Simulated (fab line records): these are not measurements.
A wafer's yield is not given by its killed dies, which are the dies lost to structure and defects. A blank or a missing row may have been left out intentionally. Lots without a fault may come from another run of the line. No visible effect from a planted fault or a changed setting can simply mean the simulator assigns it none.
fab line records    flow nandHarc
record: lots: 24  wafers: 72  lastDay: 33
route steps=1302 shown A_STAIRCASE@703
lots that met no fault: from a run of the same line without faults
startH: start of the lot's first displayed wafer, in hours after the record's first day    waitH: hours since the lot's step before    " the same as in the row above    L1.1+2: a single row standing in for several wafers    - either no value or no given start    * or withheld: withheld    < > ~ a bound
route shown NAME@n: names a module that has steps shown in the file, with the first one's number in the route    usual: the fault-free wafers' mean and standard deviation    same: alike in all rows    chamber/n: place in a boat    sites: each site's reading    _std_site: the standard deviation of these    _edge_site: outer sites' mean less inner sites'    radiusMm: how far each site lies from the wafer's centre    mask NAME#n: copy n    behind: the most recent tool/chamber to have shaped the wafer    hold: what put the lot on hold/how long, in hours/how the hold closed    device: names the non-switching transistor (n, p or np)    end of line: the same wafers' tests at the end of the route    a step given without rows: its recipe and nothing more    killed: dies that structure and defects cost at the first sort, which is not the same as the wafer's yield    map: the dies of a wafer, with x for killed, . for not killed, _ for no die there
set.NAME: the run value of the setting; set.NAME@STEP: its run value at that earlier step    model.NAME: the simulator's own value behind a step, which no gauge read
route steps across a sampled set of lots; one table per step, one row per wafer
services: when a tool's chamber went out of use (startH, in hours from the record's first day, below 0 if earlier), for how many hours, and the reason
== steps ==
step: NHARC_A_STAIRCASE_TRIM_189
recipe: timeS: 211.2  o2FlowSccm: 500  arFlowSccm: 0  biasW: 0  chemistry: O2
usual: drypumpMotorCurrentA: 5.8/0.56  oesProductAu: 1.003/0.0095  rfVppV: 57.8/0.96  showerheadPlenumPTorr: 3.51/0.16  throttleValvePct: 17.035/0.0084
lot.wafer  tool        chamber  startH  waitH  drypumpMotorCurrentA  oesProductAu  rfHoursCounterH  rfVppV  showerheadPlenumPTorr  throttleValvePct
L074.2     rieDiel-10  2        -       -      6.2                   1.005         38               59.7    3.79                   17.040
L074.5     "           1        "       "      6.4                   0.996         -                58.1    3.38                   17.039
L074.6     "           2        "       "      6.2                   1.003         -                58.9    3.79                   17.052
L075.2     rieDiel-07  2        -       -      5.9                   1.004         22               57.6    3.35                   17.036
L075.1     "           3        "       "      6.4                   1.005         26               58.5    3.65                   17.048
L075.5     "           0        "       "      5.5                   1.004         -                58.8    3.34                   17.043
L076.4     rieDiel-03  1        -       -      6.2                   1.010         31               57.7    3.28                   17.026
L076.1     "           2        "       "      5.2                   0.983         35               57.0    3.67                   17.032
L076.6     "           0        "       "      6.3                   1.000         -                56.7    3.41                   17.032
L078.1     rieDiel-03  1        -       -      6.2                   1.011         33               58.0    3.28                   17.035
L078.2     "           3        "       "      5.3                   1.006         35               58.1    3.38                   17.042
L078.5     "           2        "       "      5.2                   0.991         -                59.6    3.67                   17.036
L077.4     rieDiel-03  3        -       -      5.3                   1.002         37               57.0    3.38                   17.021
L077.6     "           1        "       "      6.2                   1.000         -                56.3    3.28                   17.029
L077.5     "           2        "       "      5.2                   0.976         -                58.3    3.67                   17.038
L079.2     rieDiel-10  1        -       -      6.5                   0.996         48               58.0    3.38                   17.032
L079.3     "           2        "       "      6.1                   0.993         60               59.6    3.77                   17.038
L079.6     "           3        "       "      4.7                   0.992         -                56.8    3.56                   17.023
L080.4     rieDiel-07  0        -       -      5.6                   0.998         37               58.8    3.34                   17.034
L080.1     "           3        "       "      6.3                   1.000         39               58.4    3.64                   17.032
L080.6     "           0        "       "      5.5                   0.988         -                56.3    3.34                   17.029
L081.3     rieDiel-07  2        -       -      5.9                   0.981         42               57.9    3.34                   17.036
L081.1     "           3        "       "      6.3                   0.992         44               58.3    3.64                   17.040
L081.5     "           2        "       "      6.0                   0.986         -                57.2    3.34                   17.047
L082.1     rieDiel-10  2        -       -      6.1                   0.996         1                58.8    3.77                   17.029
L082.4     "           3        "       "      4.6                   0.984         2                57.8    3.56                   17.045
L082.2     "           0        "       "      5.5                   1.015         2                56.9    3.54                   17.034
L084.3     rieDiel-10  0        -       -      5.6                   1.019         6                57.1    3.54                   17.033
L084.6     "           3        "       "      4.7                   0.999         -                59.4    3.56                   17.052
L084.5     "           0        "       "      5.5                   1.023         -                57.1    3.54                   17.039
L083.3     rieDiel-07  3        -       -      6.3                   1.009         51               57.8    3.64                   17.032
L083.2     "           0        "       "      5.5                   0.999         49               57.0    3.33                   17.033
L083.5     "           3        "       "      6.3                   0.997         -                57.8    3.64                   17.031
L085.3     rieDiel-10  3        -       -      4.6                   1.004         22               58.4    3.55                   17.052
L085.2     "           1        "       "      6.4                   1.008         18               57.3    3.36                   17.035
L085.5     "           3        "       "      4.6                   1.000         -                57.2    3.55                   17.032
L087.2     rieDiel-10  1        -       -      6.4                   1.004         19               56.6    3.36                   17.054
L087.3     "           2        "       "      6.2                   1.013         21               59.1    3.76                   17.037
L087.5     "           1        "       "      6.4                   1.009         -                57.2    3.36                   17.040
L086.1     rieDiel-07  0        -       -      5.6                   0.994         0                57.5    3.33                   17.045
L086.3     "           3        "       "      6.3                   1.012         0                58.0    3.63                   17.039
L086.6     "           0        "       "      5.6                   0.993         -                57.5    3.33                   17.045
L088.3     rieDiel-10  3        -       -      4.6                   1.008         29               57.6    3.54                   17.034
L088.2     "           0        "       "      5.6                   1.024         17               57.5    3.53                   17.019
L088.6     "           3        "       "      4.6                   0.995         -                57.8    3.54                   17.032
L089.2     rieDiel-03  1        -       -      6.2                   0.997         12               58.6    3.80                   17.040
L089.3     "           2        "       "      5.2                   0.999         12               58.8    3.65                   17.031
L089.4     "           0        "       "      6.3                   0.991         9                58.1    3.39                   17.049
L090.4     rieDiel-10  0        -       -      5.6                   1.009         24               57.4    3.53                   17.023
L090.3     "           1        "       "      6.4                   1.004         30               57.0    3.36                   17.039
L090.5     "           1        "       "      6.5                   0.999         -                57.0    3.36                   17.038
L092.4     rieDiel-10  1        -       -      6.4                   1.018         37               56.8    3.35                   17.034
L092.1     "           2        "       "      6.1                   1.015         41               58.2    3.75                   17.033
L092.5     "           1        "       "      6.5                   1.006         -                58.2    3.35                   17.037
L091.2     rieDiel-07  1        -       -      6.1                   1.006         15               56.9    3.59                   17.039
L091.5     "           3        "       "      6.3                   1.016         -                58.3    3.62                   17.043
L091.6     "           0        "       "      5.6                   1.002         -                56.8    3.32                   17.034
L093.1     rieDiel-03  3        -       -      5.3                   1.009         27               56.6    3.35                   17.034
L093.5     "           0        "       "      6.3                   0.995         -                56.5    3.38                   17.041
L093.6     "           1        "       "      6.2                   1.006         -                58.8    3.79                   17.034
L094.3     rieDiel-10  3        -       -      4.7                   1.004         55               57.7    3.53                   17.034
L094.2     "           1        "       "      6.4                   1.008         50               56.8    3.35                   17.019
L094.5     "           3        "       "      4.7                   0.990         -                56.9    3.53                   17.039
L095.3     rieDiel-07  3        -       -      6.3                   1.011         25               57.7    3.62                   17.020
L095.4     "           2        "       "      6.0                   1.009         23               56.2    3.32                   17.060
L095.5     "           0        "       "      5.6                   1.000         -                57.7    3.31                   17.052
L096.3     rieDiel-03  3        -       -      5.4                   1.009         34               57.0    3.35                   17.031
L096.1     "           0        "       "      6.3                   0.994         30               57.8    3.38                   17.028
L096.5     "           0        "       "      6.3                   0.996         -                57.3    3.38                   17.039
L097.4     rieDiel-10  1        -       -      6.5                   0.998         55               57.9    3.34                   17.045
L097.2     "           0        "       "      5.5                   1.008         47               56.4    3.52                   17.043
L097.6     "           1        "       "      6.4                   1.008         -                60.1    3.34                   17.046
step: NHARC_A_STAIRCASE_TRIM_222
recipe: timeS: 211.2  o2FlowSccm: 500  arFlowSccm: 0  biasW: 0  chemistry: O2
usual: drypumpMotorCurrentA: 5.9/0.46  oesProductAu: 1.001/0.0094  rfVppV: 57.7/0.9  showerheadPlenumPTorr: 3.49/0.16  throttleValvePct: 17.036/0.0075
lot.wafer  tool        chamber  startH  waitH  drypumpMotorCurrentA  oesProductAu  rfHoursCounterH  rfVppV  showerheadPlenumPTorr  throttleValvePct
L074.2     rieDiel-07  2        -       -      6.0                   1.000         16               56.4    3.35                   17.018
L074.6     "           2        "       "      6.0                   0.991         -                57.2    3.35                   17.032
L074.5     "           3        "       "      6.3                   1.014         -                57.9    3.65                   17.039
L075.1     rieDiel-07  3        -       -      6.3                   0.997         27               57.9    3.65                   17.028
L075.2     "           1        "       "      6.1                   1.010         24               56.9    3.61                   17.051
L075.5     "           3        "       "      6.3                   0.995         -                59.2    3.65                   17.041
L076.4     rieDiel-03  1        -       -      6.2                   1.018         33               56.8    3.28                   17.035
L076.1     "           3        "       "      5.4                   1.009         36               56.4    3.38                   17.027
L076.6     "           0        "       "      6.3                   1.005         -                57.8    3.40                   17.044
L078.2     rieDiel-03  3        -       -      5.4                   1.008         37               57.2    3.38                   17.040
L078.1     "           0        "       "      6.3                   1.001         36               55.8    3.40                   17.026
L078.5     "           2        "       "      5.2                   0.988         -                58.0    3.67                   17.033
L077.4     rieDiel-07  0        -       -      5.6                   1.011         34               57.9    3.34                   17.038
L077.6     "           2        "       "      6.0                   0.995         -                58.1    3.34                   17.034
L077.5     "           3        "       "      6.3                   0.998         -                58.5    3.65                   17.035
L079.2     rieDiel-10  0        -       -      5.6                   1.000         55               57.0    3.54                   17.041
L079.3     "           1        "       "      6.4                   0.995         49               56.3    3.37                   17.031
L079.6     "           1        "       "      6.4                   0.988         -                58.3    3.37                   17.036
L080.4     rieDiel-03  0        -       -      6.3                   0.995         43               57.6    3.40                   17.032
L080.1     "           3        "       "      5.3                   1.004         45               57.6    3.37                   17.037
L080.6     "           0        "       "      6.3                   1.004         -                58.1    3.40                   17.026
L081.1     rieDiel-07  2        -       -      6.0                   0.979         43               56.7    3.34                   17.034
L081.3     "           3        "       "      6.3                   0.998         46               58.7    3.64                   17.030
L081.5     "           1        "       "      6.1                   0.998         -                57.2    3.60                   17.041
L082.2     rieDiel-07  0        -       -      5.6                   0.988         44               55.6    3.33                   17.043
L082.4     "           1        "       "      6.1                   0.999         41               58.5    3.60                   17.035
L082.1     "           3        "       "      6.3                   0.994         46               58.4    3.64                   17.035
L084.3     rieDiel-03  1        -       -      6.2                   1.025         47               56.1    3.27                   17.037
L084.5     "           1        "       "      6.2                   1.006         -                56.5    3.27                   17.026
L084.6     "           2        "       "      5.2                   0.989         -                58.3    3.66                   17.048
L083.3     rieDiel-03  0        -       -      6.3                   1.006         53               59.0    3.39                   17.047
L083.2     "           1        "       "      6.2                   1.021         49               57.6    3.27                   17.027
L083.5     "           0        "       "      6.3                   1.009         -                58.2    3.39                   17.034
L085.3     rieDiel-10  3        -       -      4.6                   1.006         24               56.5    3.55                   17.047
L085.2     "           0        "       "      5.6                   1.011         12               58.1    3.54                   17.033
L085.5     "           3        "       "      4.7                   0.994         -                58.4    3.55                   17.028
L087.2     rieDiel-03  3        -       -      5.3                   1.002         5                57.9    3.36                   17.031
L087.3     "           1        "       "      6.2                   1.010         4                59.1    3.81                   17.036
L087.5     "           3        "       "      5.4                   1.013         -                57.1    3.36                   17.036
L086.1     rieDiel-03  0        -       -      6.3                   0.987         7                57.9    3.39                   17.045
L086.3     "           1        "       "      6.2                   0.999         8                59.1    3.80                   17.027
L086.6     "           0        "       "      6.3                   1.001         -                58.4    3.39                   17.021
L088.3     rieDiel-07  3        -       -      6.3                   1.012         6                57.8    3.63                   17.046
L088.2     "           0        "       "      5.6                   1.002         6                57.5    3.32                   17.031
L088.6     "           2        "       "      5.9                   1.005         -                58.5    3.33                   17.044
L089.3     rieDiel-03  0        -       -      6.3                   0.991         10               57.4    3.39                   17.040
L089.4     "           2        "       "      5.2                   0.988         13               57.5    3.65                   17.037
L089.2     "           3        "       "      5.3                   1.004         11               57.5    3.36                   17.041
L090.3     rieDiel-03  3        -       -      5.4                   0.999         17               56.7    3.36                   17.044
L090.4     "           2        "       "      5.2                   1.001         20               59.5    3.65                   17.037
L090.5     "           3        "       "      5.4                   1.008         -                58.2    3.36                   17.036
L092.1     rieDiel-10  1        -       -      6.5                   1.007         38               56.2    3.35                   17.044
L092.4     "           3        "       "      4.6                   1.005         43               58.9    3.54                   17.036
L092.5     "           2        "       "      6.1                   1.000         -                58.6    3.75                   17.028
L091.2     rieDiel-03  1        -       -      6.2                   1.001         21               59.3    3.80                   17.034
L091.5     "           1        "       "      6.2                   1.000         -                59.2    3.80                   17.030
L091.6     "           2        "       "      5.2                   0.996         -                58.9    3.65                   17.045
L093.1     rieDiel-07  0        -       -      5.5                   1.006         25               58.2    3.31                   17.053
L093.6     "           0        "       "      5.5                   1.004         -                56.3    3.31                   17.040
L093.5     "           1        "       "      6.1                   1.020         -                56.6    3.58                   17.027
L094.3     rieDiel-07  2        -       -      5.9                   1.000         24               57.3    3.32                   17.031
L094.2     "           1        "       "      6.1                   1.006         26               57.9    3.58                   17.030
L094.5     "           2        "       "      6.0                   0.995         -                57.7    3.32                   17.050
L095.4     rieDiel-03  1        -       -      6.2                   1.003         33               58.5    3.79                   17.038
L095.3     "           2        "       "      5.2                   1.002         36               58.6    3.64                   17.033
L095.5     "           0        "       "      6.3                   1.009         -                57.5    3.38                   17.034
L096.1     rieDiel-07  3        -       -      6.3                   1.020         28               57.0    3.62                   17.041
L096.3     "           1        "       "      6.1                   1.005         28               57.0    3.58                   17.038
L096.5     "           3        "       "      6.3                   1.006         -                58.8    3.62                   17.041
L097.2     rieDiel-07  1        -       -      6.1                   1.002         30               58.0    3.58                   17.038
L097.4     "           3        "       "      6.3                   1.009         -                58.0    3.62                   17.045
L097.6     "           1        "       "      6.1                   0.997         -                56.8    3.58                   17.033
step: NHARC_A_STAIRCASE_ETCH_223
recipe: targetDepthA: 1000  timeS: 40.5  ionEnergyEv: 400  c4f8FlowSccm: 20  o2FlowSccm: 10  arFlowSccm: withheld  rfW: 600  biasW: 1000  chemistry: C4F8/O2
usual: oesProductAu: 0.945/0.012  rfVppV: 894/5.7
lot.wafer  tool        chamber  startH  waitH  oesProductAu  rfHoursCounterH  rfVppV
L074.2     rieDiel-07  2        -       -      0.939         17               890
L074.5     "           2        "       "      0.938         -                890
L074.6     "           3        "       "      0.946         -                901
L075.2     rieDiel-07  1        -       -      0.945         24               900
L075.1     "           0        "       "      0.944         28               889
L075.5     "           2        "       "      0.940         -                888
L076.1     rieDiel-03  0        -       -      0.943         34               892
L076.4     "           3        "       "      0.945         36               891
L076.6     "           0        "       "      0.936         -                892
L078.2     rieDiel-03  0        -       -      0.946         36               892
L078.1     "           2        "       "      0.934         39               900
L078.5     "           1        "       "      0.955         -                888
L077.4     rieDiel-07  2        -       -      0.939         31               889
L077.5     "           3        "       "      0.936         -                901
L077.6     "           0        "       "      0.927         -                889
L079.2     rieDiel-10  1        -       -      0.936         50               890
L079.3     "           3        "       "      0.939         53               897
L079.6     "           3        "       "      0.924         -                897
L080.4     rieDiel-03  0        -       -      0.942         44               893
L080.1     "           2        "       "      0.914         46               900
L080.6     "           3        "       "      0.957         -                891
L081.3     rieDiel-07  1        -       -      0.940         41               899
L081.1     "           2        "       "      0.943         43               889
L081.5     "           3        "       "      0.951         -                900
L082.2     rieDiel-07  0        -       -      0.935         44               890
L082.1     "           1        "       "      0.937         41               899
L082.4     "           3        "       "      0.937         46               900
L084.3     rieDiel-03  1        -       -      0.949         47               886
L084.5     "           0        "       "      0.954         -                891
L084.6     "           1        "       "      0.958         -                886
L083.3     rieDiel-03  0        -       -      0.948         53               889
L083.2     "           1        "       "      0.964         49               886
L083.5     "           1        "       "      0.968         -                886
L085.3     rieDiel-10  0        -       -      0.962         13               897
L085.2     "           2        "       "      0.937         23               903
L085.5     "           0        "       "      0.961         -                897
L087.3     rieDiel-03  2        -       -      0.937         5                901
L087.2     "           0        "       "      0.946         5                892
L087.5     "           3        "       "      0.952         -                889
L086.1     rieDiel-03  3        -       -      0.983         7                890
L086.3     "           2        "       "      0.970         9                901
L086.6     "           0        "       "      0.958         -                891
L088.2     rieDiel-07  1        -       -      0.964         5                898
L088.3     "           2        "       "      0.947         5                890
L088.6     "           1        "       "      0.955         -                898
L089.4     rieDiel-03  0        -       -      0.928         11               891
L089.2     "           2        "       "      0.940         13               902
L089.3     "           3        "       "      0.956         11               891
L090.4     rieDiel-03  0        -       -      0.937         15               892
L090.3     "           1        "       "      0.962         18               905
L090.5     "           3        "       "      0.948         -                891
L092.1     rieDiel-10  2        -       -      0.948         42               904
L092.4     "           1        "       "      0.948         38               889
L092.5     "           3        "       "      0.937         -                897
L091.2     rieDiel-03  1        -       -      0.950         21               903
L091.5     "           3        "       "      0.955         -                888
L091.6     "           0        "       "      0.924         -                892
L093.1     rieDiel-07  0        -       -      0.921         25               888
L093.6     "           2        "       "      0.948         -                889
L093.5     "           3        "       "      0.949         -                899
L094.2     rieDiel-07  1        -       -      0.951         26               897
L094.3     "           2        "       "      0.940         24               887
L094.5     "           0        "       "      0.928         -                887
L095.3     rieDiel-03  3        -       -      0.928         34               891
L095.4     "           0        "       "      0.936         30               890
L095.5     "           0        "       "      0.933         -                890
L096.1     rieDiel-07  3        -       -      0.942         28               899
L096.3     "           2        "       "      0.947         26               890
L096.5     "           2        "       "      0.943         -                889
L097.2     rieDiel-07  1        -       -      0.949         30               898
L097.6     "           1        "       "      0.943         -                899
L097.4     "           2        "       "      0.926         -                888
step: NHARC_A_STAIRCASE_ETCH_232
recipe: targetDepthA: 1000  timeS: 40.5  ionEnergyEv: 400  c4f8FlowSccm: 20  o2FlowSccm: 10  arFlowSccm: withheld  rfW: 600  biasW: 1000  chemistry: C4F8/O2
usual: oesProductAu: 0.947/0.014  rfVppV: 895/5.4
lot.wafer  tool        chamber  startH  waitH  oesProductAu  rfHoursCounterH  rfVppV
L074.2     rieDiel-03  0        -       -      0.945         25               891
L074.6     "           0        "       "      0.941         -                892
L074.5     "           1        "       "      0.963         -                886
L075.1     rieDiel-07  2        -       -      0.941         24               890
L075.2     "           3        "       "      0.954         28               901
L075.5     "           1        "       "      0.941         -                897
L076.1     rieDiel-07  2        -       -      0.916         29               889
L076.4     "           3        "       "      0.927         33               900
L076.6     "           0        "       "      0.922         -                890
L078.2     rieDiel-03  0        -       -      0.938         37               892
L078.1     "           2        "       "      0.922         39               900
L078.5     "           1        "       "      0.963         -                886
L077.4     rieDiel-03  0        -       -      0.980         37               893
L077.5     "           2        "       "      0.934         -                901
L077.6     "           3        "       "      0.960         -                890
L079.3     rieDiel-10  3        -       -      0.932         53               895
L079.2     "           0        "       "      0.951         56               897
L079.6     "           3        "       "      0.941         -                897
L080.1     rieDiel-07  1        -       -      0.925         39               900
L080.4     "           3        "       "      0.939         44               899
L080.6     "           2        "       "      0.943         -                889
L081.1     rieDiel-07  2        -       -      0.942         44               890
L081.3     "           1        "       "      0.948         42               900
L081.5     "           3        "       "      0.934         -                899
L082.2     rieDiel-10  0        -       -      0.954         4                896
L082.1     "           1        "       "      0.953         3                890
L082.4     "           2        "       "      0.953         3                906
L084.3     rieDiel-10  0        -       -      0.971         7                897
L084.6     "           3        "       "      0.969         -                896
L084.5     "           0        "       "      0.972         -                898
L083.2     rieDiel-03  0        -       -      0.957         53               892
L083.3     "           1        "       "      0.951         49               886
L083.5     "           0        "       "      0.956         -                891
L085.3     rieDiel-10  3        -       -      0.942         25               899
L085.2     "           2        "       "      0.945         24               905
L085.5     "           3        "       "      0.950         -                897
L087.3     rieDiel-10  2        -       -      0.936         24               905
L087.2     "           1        "       "      0.927         22               891
L087.5     "           3        "       "      0.933         -                895
L086.3     rieDiel-07  2        -       -      0.949         1                888
L086.1     "           0        "       "      0.947         1                888
L086.6     "           1        "       "      0.961         -                900
L088.3     rieDiel-10  1        -       -      0.961         27               889
L088.2     "           2        "       "      0.963         30               905
L088.6     "           3        "       "      0.938         -                898
L089.4     rieDiel-07  3        -       -      0.972         7                899
L089.3     "           0        "       "      0.945         7                890
L089.2     "           1        "       "      0.957         5                900
L090.4     rieDiel-03  1        -       -      0.945         18               907
L090.3     "           3        "       "      0.945         17               890
L090.5     "           2        "       "      0.949         -                900
L092.4     rieDiel-10  0        -       -      0.953         30               896
L092.1     "           1        "       "      0.943         39               890
L092.5     "           1        "       "      0.939         -                888
L091.2     rieDiel-07  2        -       -      0.944         16               889
L091.6     "           0        "       "      0.930         -                886
L091.5     "           1        "       "      0.948         -                899
L093.1     rieDiel-07  1        -       -      0.953         24               898
L093.6     "           1        "       "      0.954         -                898
L093.5     "           2        "       "      0.951         -                888
L094.2     rieDiel-10  0        -       -      0.960         44               896
L094.3     "           1        "       "      0.942         52               889
L094.5     "           1        "       "      0.941         -                889
L095.3     rieDiel-07  2        -       -      0.960         25               889
L095.4     "           2        "       "      0.948         -                889
L095.5     "           3        "       "      0.964         -                899
L096.1     rieDiel-07  3        -       -      0.956         28               900
L096.3     "           1        "       "      0.957         28               898
L096.5     "           2        "       "      0.945         -                887
L097.2     rieDiel-07  2        -       -      0.931         29               887
L097.6     "           3        "       "      0.955         -                898
L097.4     "           2        "       "      0.938         -                887
step: NHARC_A_STAIRCASE_ETCH_236
recipe: targetDepthA: 1000  timeS: 40.5  ionEnergyEv: 400  c4f8FlowSccm: 20  o2FlowSccm: 10  arFlowSccm: withheld  rfW: 600  biasW: 1000  chemistry: C4F8/O2
usual: oesProductAu: 0.946/0.011  rfVppV: 895/5.6
lot.wafer  tool        chamber  startH  waitH  oesProductAu  rfHoursCounterH  rfVppV
L074.2     rieDiel-03  0        -       -      0.948         25               892
L074.5     "           1        "       "      0.958         -                886
L074.6     "           2        "       "      0.924         -                901
L075.1     rieDiel-07  2        -       -      0.949         24               890
L075.2     "           3        "       "      0.944         28               901
L075.5     "           2        "       "      0.948         -                888
L076.4     rieDiel-07  2        -       -      0.937         29               889
L076.1     "           3        "       "      0.941         34               899
L076.6     "           0        "       "      0.928         -                887
L078.1     rieDiel-03  2        -       -      0.934         39               901
L078.2     "           0        "       "      0.940         37               893
L078.5     "           2        "       "      0.928         -                900
L077.4     rieDiel-03  2        -       -      0.927         40               901
L077.6     "           2        "       "      0.938         -                901
L077.5     "           3        "       "      0.938         -                890
L079.2     rieDiel-10  1        -       -      0.941         50               890
L079.3     "           0        "       "      0.959         56               895
L079.6     "           3        "       "      0.941         -                895
L080.1     rieDiel-07  2        -       -      0.945         42               889
L080.4     "           0        "       "      0.927         42               889
L080.6     "           2        "       "      0.935         -                891
L081.1     rieDiel-07  2        -       -      0.919         44               889
L081.3     "           1        "       "      0.948         42               899
L081.5     "           2        "       "      0.926         -                890
L082.2     rieDiel-10  0        -       -      0.974         4                896
L082.1     "           1        "       "      0.952         3                890
L082.4     "           3        "       "      0.940         4                897
L084.3     rieDiel-10  0        -       -      0.957         9                898
L084.5     "           1        "       "      0.947         -                891
L084.6     "           2        "       "      0.950         -                903
L083.3     rieDiel-03  1        -       -      0.962         50               885
L083.2     "           3        "       "      0.964         55               891
L083.5     "           1        "       "      0.959         -                887
L085.3     rieDiel-10  3        -       -      0.940         25               898
L085.2     "           0        "       "      0.972         13               898
L085.5     "           3        "       "      0.926         -                896
L087.2     rieDiel-10  1        -       -      0.948         22               890
L087.3     "           3        "       "      0.952         25               898
L087.5     "           0        "       "      0.947         -                896
L086.1     rieDiel-07  3        -       -      0.949         1                899
L086.3     "           0        "       "      0.931         1                888
L086.6     "           2        "       "      0.952         -                890
L088.2     rieDiel-10  3        -       -      0.958         33               897
L088.3     "           0        "       "      0.963         20               897
L088.6     "           2        "       "      0.950         -                904
L089.3     rieDiel-07  0        -       -      0.943         7                889
L089.2     "           1        "       "      0.953         6                899
L089.4     "           2        "       "      0.947         5                889
L090.4     rieDiel-03  0        -       -      0.934         16               889
L090.3     "           3        "       "      0.958         17               890
L090.5     "           0        "       "      0.930         -                891
L092.4     rieDiel-10  3        -       -      0.943         43               897
L092.1     "           0        "       "      0.937         30               896
L092.5     "           3        "       "      0.933         -                896
L091.2     rieDiel-07  0        -       -      0.954         18               889
L091.6     "           3        "       "      0.944         -                899
L091.5     "           0        "       "      0.945         -                889
L093.1     rieDiel-07  2        -       -      0.946         22               889
L093.5     "           0        "       "      0.933         -                887
L093.6     "           1        "       "      0.950         -                898
L094.2     rieDiel-10  3        -       -      0.952         58               898
L094.3     "           2        "       "      0.942         57               904
L094.5     "           3        "       "      0.943         -                896
L095.3     rieDiel-07  2        -       -      0.944         25               889
L095.5     "           2        "       "      0.943         -                889
L095.4     "           3        "       "      0.952         -                899
L096.1     rieDiel-07  3        -       -      0.930         29               899
L096.3     "           2        "       "      0.925         26               889
L096.5     "           2        "       "      0.924         -                887
L097.2     rieDiel-07  2        -       -      0.943         29               887
L097.4     "           3        "       "      0.960         -                901
L097.6     "           1        "       "      0.949         -                899
step: NHARC_A_STAIRCASE_STRIP_238
recipe: powerW: 1500  tempC: 250  chemistry: O2
usual: drypumpMotorCurrentA: 6.2/0.45  heaterPowerW: 324/28
lot.wafer  tool            chamber  startH  waitH  drypumpMotorCurrentA  heaterPowerW  rfHoursCounterH
L074.2     plasmaAsher-02  1        370.86  0.1    5.4                   359           21
L074.5     "               0        "       "      6.6                   317           -
L074.6     "               1        "       "      5.3                   365           -
L075.1     plasmaAsher-01  0        388.24  0.1    6.4                   350           3
L075.2     "               1        "       "      6.3                   293           3
L075.5     "               0        "       "      6.4                   343           -
L076.1     plasmaAsher-01  0        402.60  0.1    6.4                   341           6
L076.4     "               0        "       "      6.4                   343           -
L076.6     "               0        "       "      6.4                   343           -
L078.2     plasmaAsher-01  1        406.79  0.1    6.2                   296           7
L078.1     "               0        "       "      6.5                   343           7
L078.5     "               0        "       "      6.4                   344           -
L077.4     plasmaAsher-01  0        409.01  0.2    6.4                   348           -
L077.5     "               1        "       "      6.3                   299           -
L077.6     "               0        "       "      6.4                   349           -
L079.2     plasmaAsher-01  1        418.75  0.1    6.3                   291           10
L079.3     "               0        "       "      6.4                   351           -
L079.6     "               1        "       "      6.2                   294           -
L080.1     plasmaAsher-01  1        432.58  0.1    6.2                   293           13
L080.4     "               1        "       "      6.3                   293           -
L080.6     "               0        "       "      6.4                   339           -
L081.1     plasmaAsher-02  1        440.56  0.1    5.3                   357           1
L081.3     "               1        "       "      5.4                   358           -
L081.5     "               1        "       "      5.4                   365           -
L082.2     plasmaAsher-02  0        441.87  0.7    6.6                   315           2
L082.1     "               1        "       "      5.4                   357           2
L082.4     "               1        "       "      5.3                   355           -
L084.3     plasmaAsher-01  1        454.62  0.2    6.3                   290           -
L084.6     "               0        "       "      6.5                   341           -
L084.5     "               1        "       "      6.2                   291           -
L083.2     plasmaAsher-01  1        458.66  0.1    6.3                   298           19
L083.3     "               1        "       "      6.3                   294           -
L083.5     "               1        "       "      6.3                   297           -
L085.2     plasmaAsher-01  0        482.74  0.1    6.4                   345           24
L085.3     "               1        "       "      6.2                   300           -
L085.5     "               1        "       "      6.2                   291           -
L087.2     plasmaAsher-02  1        482.97  0.1    5.4                   358           10
L087.3     "               0        "       "      6.6                   304           -
L087.5     "               1        "       "      5.4                   354           -
L086.1     plasmaAsher-01  0        487.05  0.1    6.4                   336           25
L086.3     "               0        "       "      6.4                   343           -
L086.6     "               1        "       "      6.3                   299           -
L088.2     plasmaAsher-01  1        500.45  0.1    6.3                   303           27
L088.3     "               1        "       "      6.2                   282           -
L088.6     "               1        "       "      6.3                   291           -
L089.2     plasmaAsher-02  1        501.14  0.1    5.4                   363           15
L089.3     "               1        "       "      5.3                   359           -
L089.4     "               0        "       "      6.6                   295           -
L090.3     plasmaAsher-02  0        519.60  0.2    6.7                   289           -
L090.4     "               1        "       "      5.4                   364           -
L090.5     "               0        "       "      6.6                   306           -
L092.1     plasmaAsher-01  0        532.52  0.1    6.4                   346           1
L092.4     "               0        "       "      6.4                   344           -
L092.5     "               1        "       "      6.3                   285           -
L091.2     plasmaAsher-02  0        532.95  0.1    6.6                   309           23
L091.5     "               1        "       "      5.4                   355           -
L091.6     "               0        "       "      6.7                   309           -
L093.1     plasmaAsher-02  1        561.13  0.1    5.4                   359           27
L093.6     "               1        "       "      5.4                   367           -
L093.5     "               0        "       "      6.6                   307           -
L094.2     plasmaAsher-02  1        571.29  0.1    5.4                   361           29
L094.3     "               0        "       "      6.6                   301           -
L094.5     "               0        "       "      6.6                   308           -
L095.3     plasmaAsher-01  1        573.62  0.2    6.3                   288           -
L095.4     "               0        "       "      6.4                   342           -
L095.5     "               0        "       "      6.4                   347           -
L096.1     plasmaAsher-02  0        578.92  0.1    6.6                   309           31
L096.3     "               0        "       "      6.6                   295           -
L096.5     "               1        "       "      5.4                   347           -
L097.2     plasmaAsher-01  1        587.26  0.1    6.3                   290           11
L097.4     "               1        "       "      6.3                   290           -
L097.6     "               1        "       "      6.3                   292           -
== services ==
tool            chamber  startH  hours  kind
rieDiel-07      3        342.44  7.7    repair
plasmaAsher-01  -        342.83  9.0    pm
rieDiel-07      0        352.61  -      clean
rieDiel-07      1        352.61  -      clean
rieDiel-07      2        352.61  -      clean
rieDiel-07      3        352.61  -      clean
plasmaAsher-02  -        359.32  1.6    repair
rieDiel-10      1        370.11  9.0    repair
rieDiel-07      -        371.58  1.8    repair
rieDiel-07      0        377.46  -      clean
rieDiel-07      1        377.46  -      clean
rieDiel-07      2        377.46  -      clean
rieDiel-07      3        377.46  -      clean
plasmaAsher-02  -        389.48  2.9    repair
rieDiel-07      0        401.96  -      clean
rieDiel-07      1        401.96  -      clean
rieDiel-10      -        421.40  9.0    pm
plasmaAsher-02  -        426.00  9.0    pm
rieDiel-10      0        456.59  16.1   repair
rieDiel-03      -        461.93  9.0    pm
rieDiel-07      -        471.69  9.0    pm
rieDiel-10      -        485.03  0.4    repair
plasmaAsher-01  -        520.36  9.0    pm
rieDiel-07      0        571.79  18.5   repair
== key ==
fault none
